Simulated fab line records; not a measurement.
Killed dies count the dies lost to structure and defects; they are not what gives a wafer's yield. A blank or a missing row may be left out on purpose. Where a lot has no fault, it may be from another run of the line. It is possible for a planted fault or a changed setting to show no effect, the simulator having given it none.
Chamber matching -- flow nandHarc -- pecvd-04 running NHARC_A_CHANNEL_HOLE_D1_DEP_01: 3 sister chambers
The step deposits SiON, target thk 140 nm. 18 wafers are shown with their chamber, then 9 later ones without.

== WAFERS WITH THEIR CHAMBER ==
wafer,chamber,heaterPowerW (W),rfFwdPowerW (W)
L074.1,1,581,347.2
L074.3,0,882,348.6
L074.4,1,602,348.0
L075.1,0,750,348.4
L075.3,2,775,348.4
L075.5,0,762,347.9
L081.3,2,817,347.4
L081.4,1,592,346.7
L081.5,0,782,349.5
L082.4,1,630,350.3
L082.5,2,752,348.9
L082.6,0,732,349.3
L087.2,0,917,349.2
L087.3,1,588,348.7
L087.5,0,904,349.7
L089.1,1,666,347.0
L089.2,0,851,347.8
L089.6,1,673,348.1

SIGNATURES (means of the wafers above)
reading,chamber 0,chamber 1,chamber 2,scatter within a chamber
heaterPowerW,822.50,618.86,781.33,57.5
rfFwdPowerW,348.800,348.000,348.233,0.966
Rule: a wafer lies at a distance from a chamber equal to the root of the sum of squares, over the readings, of (its reading less the chamber's mean, divided by the reading's scatter). If the next closest chamber is less than 2 further off than the closest, the wafer can't be placed; otherwise it belongs to the closest. The scatter is the square root of a quotient: the sum, over the shown wafers, of each reading's squared deviation from its chamber's mean, divided by wafers minus chambers.

== WAFERS WITH NO CHAMBER GIVEN ==
wafer,heaterPowerW (W),rfFwdPowerW (W)
L090.2,650,347.5
L090.4,709,346.4
L090.5,650,347.7
L095.2,755,348.8
L095.4,732,349.8
L095.6,670,346.8
L096.1,747,347.9
L096.3,933,348.3
L096.6,653,347.1

== CHAMBER TAKEN BY EACH ==
wafer,from the rows above,in truth
L090.2,can't be placed: 1 or 2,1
L090.4,can't be placed: 2 or 1 or 0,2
L090.5,can't be placed: 1 or 2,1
L095.2,can't be placed: 2 or 0 or 1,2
L095.4,can't be placed: 2 or 0 or 1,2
L095.6,can't be placed: 1 or 2 or 0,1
L096.1,can't be placed: 2 or 0 or 1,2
L096.3,can't be placed: 0 or 2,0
L096.6,can't be placed: 1 or 2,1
Correct placement for 0 of the 9. Cannot be placed on the basis of these rows: 9; the candidates contain the true chamber in 9. Number placed wrongly: 0.
